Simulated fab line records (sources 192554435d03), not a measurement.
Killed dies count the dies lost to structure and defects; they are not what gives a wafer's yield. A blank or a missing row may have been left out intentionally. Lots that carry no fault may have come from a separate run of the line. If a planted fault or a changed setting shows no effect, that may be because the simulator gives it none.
Chamber matching + flow n5_finfet + N5_FIN_SAQP_ETCH_64 on rie_si-01 has 4 sister chambers
The step etches SiO2 in CF4, target depth 1.5 nm. 14 wafers are shown with their chamber, then 7 later ones without.

## WAFERS WITH THEIR CHAMBER
| wafer  | chamber | drypump_motor_current_A (A) | throttle_valve_pct (%) | oes_product_au (a.u.) |
|--------|---------|-----------------------------|------------------------|-----------------------|
| L076.4 | 0       | 5.6                         | 21.65                  | 0.937                 |
| L076.5 | 0       | 5.5                         | 21.67                  | 0.941                 |
| L076.6 | 3       | 6.1                         | 21.76                  | 1.005                 |
| L078.3 | 0       | 5.5                         | 21.67                  | 0.942                 |
| L078.4 | 3       | 6.2                         | 21.75                  | 0.997                 |
| L078.6 | 3       | 6.2                         | 21.75                  | 0.996                 |
| L084.2 | 3       | 6.2                         | 21.76                  | 1.001                 |
| L084.3 | 0       | 5.6                         | 21.66                  | 0.958                 |
| L084.5 | 2       | 5.0                         | 21.68                  | 0.976                 |
| L085.2 | 3       | 6.2                         | 21.75                  | 0.981                 |
| L085.3 | 1       | 6.3                         | 21.78                  | 1.002                 |
| L085.4 | 2       | 5.0                         | 21.69                  | 0.960                 |
| L093.1 | 0       | 5.5                         | 21.67                  | 0.933                 |
| L093.2 | 3       | 6.1                         | 21.74                  | 0.979                 |

SIGNATURES (means of the wafers above)
| reading                 | chamber 0 | chamber 1 | chamber 2 | chamber 3 | scatter within a chamber |
|-------------------------|-----------|-----------|-----------|-----------|--------------------------|
| drypump_motor_current_A | 5.540     | 6.300     | 5.000     | 6.167     | 0.0503                   |
| throttle_valve_pct      | 21.6640   | 21.7800   | 21.6850   | 21.7517   | 0.00808                  |
| oes_product_au          | 0.94220   | 1.00200   | 0.96800   | 0.99317   | 0.0103                   |
Rule: a wafer's distance from a chamber is the root of the sum, over the readings, of the square of ((its reading less the chamber's mean) divided by the reading's scatter). If the next closest chamber is less than 2 further off than the closest, the wafer can't be placed; otherwise it belongs to the closest. The scatter: take each reading less its chamber's mean, square it, sum over the shown wafers, divide by the number of wafers less the number of chambers, and take the root.

## WAFERS WITHOUT THEIR CHAMBER
| wafer  | drypump_motor_current_A (A) | throttle_valve_pct (%) | oes_product_au (a.u.) |
|--------|-----------------------------|------------------------|-----------------------|
| L093.4 | 5.1                         | 21.67                  | 0.968                 |
| L095.3 | 6.3                         | 21.78                  | 0.987                 |
| L095.5 | 5.6                         | 21.64                  | 0.947                 |
| L095.6 | 6.1                         | 21.74                  | 0.978                 |
| L097.2 | 5.6                         | 21.68                  | 0.949                 |
| L097.3 | 5.0                         | 21.67                  | 0.973                 |
| L097.5 | 5.0                         | 21.70                  | 0.978                 |

## THE CHAMBER EACH PASSED THROUGH
| wafer  | from the rows above | in truth |
|--------|---------------------|----------|
| L093.4 | 2                   | 2        |
| L095.3 | 1                   | 1        |
| L095.5 | 0                   | 0        |
| L095.6 | 3                   | 3        |
| L097.2 | 0                   | 0        |
| L097.3 | 2                   | 2        |
| L097.5 | 2                   | 2        |
7 of 7 placed correctly. From these rows, 0 cannot be placed. Number placed wrongly: 0.
